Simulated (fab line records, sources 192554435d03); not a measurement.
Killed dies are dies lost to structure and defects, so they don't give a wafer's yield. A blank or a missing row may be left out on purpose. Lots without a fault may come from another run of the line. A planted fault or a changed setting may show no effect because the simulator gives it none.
Split-lot experiment | flow n5_finfet | 7 lots, 39 wafers read, on a route of 1938 steps

THE SPLIT
At N5_MOL_CONTACT_COAG_ALD_27 (deposits SiOC, target thk 17 nm, pulse time 1.5 s, time 2720 s), the setting ald_cycles was moved away from the recipe's 340 on 18 of the 39 wafers read, by -17.6% to +15.3%. The other wafers ran this setting at the recipe's value.

The reading is taken at the split's own step.

THE READING
SiOC_of_MOL_CONTACT_COAG_ALD_27.thk_nm (the simulator's own value, which no gauge read), in nm, at N5_MOL_CONTACT_COAG_ALD_27 (deposits SiOC, target thk 17 nm, pulse time 1.5 s, time 2720 s). The file gives no usual value for it. The 21 wafers here that ran the recipe average 17.0 nm, standard deviation 0.075 nm.

wafer  | tool, chamber at the split | ald_cycles as run | against the recipe | SiOC_of_MOL_CONTACT_COAG_ALD_27.thk_nm, nm | against lot-mates on the recipe
L080.1 | ald_sin-02, 0,1,3          | 340               | recipe             | 17                                         | -
L080.3 | ald_sin-02, 0,1,3          | 340               | recipe             | 17                                         | -
L080.6 | ald_sin-02, 0,1,3          | 340               | recipe             | 17                                         | -
L080.2 | ald_sin-02, 3,2,0          | 380               | +11.8%             | 19                                         | +2.0
L080.4 | ald_sin-02, 3,2,0          | 380               | +11.8%             | 19                                         | +2.0
L080.5 | ald_sin-02, 3,2,0          | 380               | +11.8%             | 19                                         | +2.0
L081.1 | ald_sin-01, 0,3,1          | 340               | recipe             | 17                                         | -
L081.4 | ald_sin-01, 0,3,1          | 340               | recipe             | 17                                         | -
L081.6 | ald_sin-01, 0,3,1          | 340               | recipe             | 17                                         | -
L081.2 | ald_sin-01, 1,2,2          | 280               | -17.6%             | 14                                         | -3.0
L081.3 | ald_sin-01, 1,2,2          | 280               | -17.6%             | 14                                         | -3.0
L081.5 | ald_sin-01, 1,2,2          | 280               | -17.6%             | 14                                         | -3.0
L086.1 | ald_sin-03, 1              | 325               | -4.4%              | 16.4                                       | -0.6
L086.2 | ald_sin-03, 2,3,0          | 340               | recipe             | 17                                         | -
L086.3 | ald_sin-03, 2,3,0          | 340               | recipe             | 17                                         | -
L086.4 | ald_sin-03, 2,3,0          | 340               | recipe             | 17                                         | -
L086.5 | ald_sin-03, 1              | 325               | -4.4%              | 16.2                                       | -0.8
L086.6 | ald_sin-03, 2              | 325               | -4.4%              | 16                                         | -1.0
L089.4 | ald_sin-03, 1              | 340               | recipe             | 17.2                                       | -
L089.5 | ald_sin-03, 2,1            | 340               | recipe             | 17                                         | -
L089.6 | ald_sin-03, 2,1            | 340               | recipe             | 17                                         | -
L091.1 | ald_sin-03, 1,3,0          | 387               | +13.8%             | 19.4                                       | +2.5
L091.3 | ald_sin-03, 1,3,0          | 387               | +13.8%             | 19.4                                       | +2.5
L091.6 | ald_sin-03, 1,3,0          | 387               | +13.8%             | 19.4                                       | +2.5
L091.2 | ald_sin-03, 2              | 340               | recipe             | 16.8                                       | -
L091.4 | ald_sin-03, 0,1            | 340               | recipe             | 17                                         | -
L091.5 | ald_sin-03, 0,1            | 340               | recipe             | 17                                         | -
L094.1 | ald_sin-02, 2              | 340               | recipe             | 17.2                                       | -
L094.2 | ald_sin-02, 0,3            | 340               | recipe             | 17                                         | -
L094.5 | ald_sin-02, 0,3            | 340               | recipe             | 17                                         | -
L094.3 | ald_sin-02, 3,2            | 313               | -7.9%              | 15.6                                       | -1.5
L094.6 | ald_sin-02, 3,2            | 313               | -7.9%              | 15.6                                       | -1.5
L094.4 | ald_sin-02, 1              | 313               | -7.9%              | 15.8                                       | -1.3
L095.1 | ald_sin-02, 3,2,3          | 340               | recipe             | 17                                         | -
L095.4 | ald_sin-02, 3,2,3          | 340               | recipe             | 17                                         | -
L095.6 | ald_sin-02, 3,2,3          | 340               | recipe             | 17                                         | -
L095.2 | ald_sin-02, 1,0,0          | 392               | +15.3%             | 19.6                                       | +2.6
L095.3 | ald_sin-02, 1,0,0          | 392               | +15.3%             | 19.6                                       | +2.6
L095.5 | ald_sin-02, 1,0,0          | 392               | +15.3%             | 19.6                                       | +2.6
Where a row lists several chambers, the file gives one row for several wafers and doesn't say which wafer went through which chamber.

THE FIT
A straight line over all 39 wafers: SiOC_of_MOL_CONTACT_COAG_ALD_27.thk_nm changes by +0.171 nm for each +1% of ald_cycles; r = +1.00; the points scatter about the line by 0.08 nm.
The same after taking each lot's own level away (the mean of its wafers on the recipe; 39 wafers): +0.172 nm for each +1%; r = +1.00; scatter 0.078 nm.
On that fit, the largest move of ald_cycles shifts the reading by 3 nm.
The lots' own levels span 16.93 to 17.07 nm, that is 1.8 times the standard deviation above.
So the lot-to-lot level changes the slope little: the two slopes agree.
Check: with one of the wafers moved furthest among these (-17.6%) left out of the fit, the line predicts -3.05 nm for it against its lot-mates. It came out at -3 nm against them.

THE FILE'S OWN FIT
SiOC_of_MOL_CONTACT_COAG_ALD_27.thk_nm changes by +0.172 nm for each +1% of ald_cycles, r = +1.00.
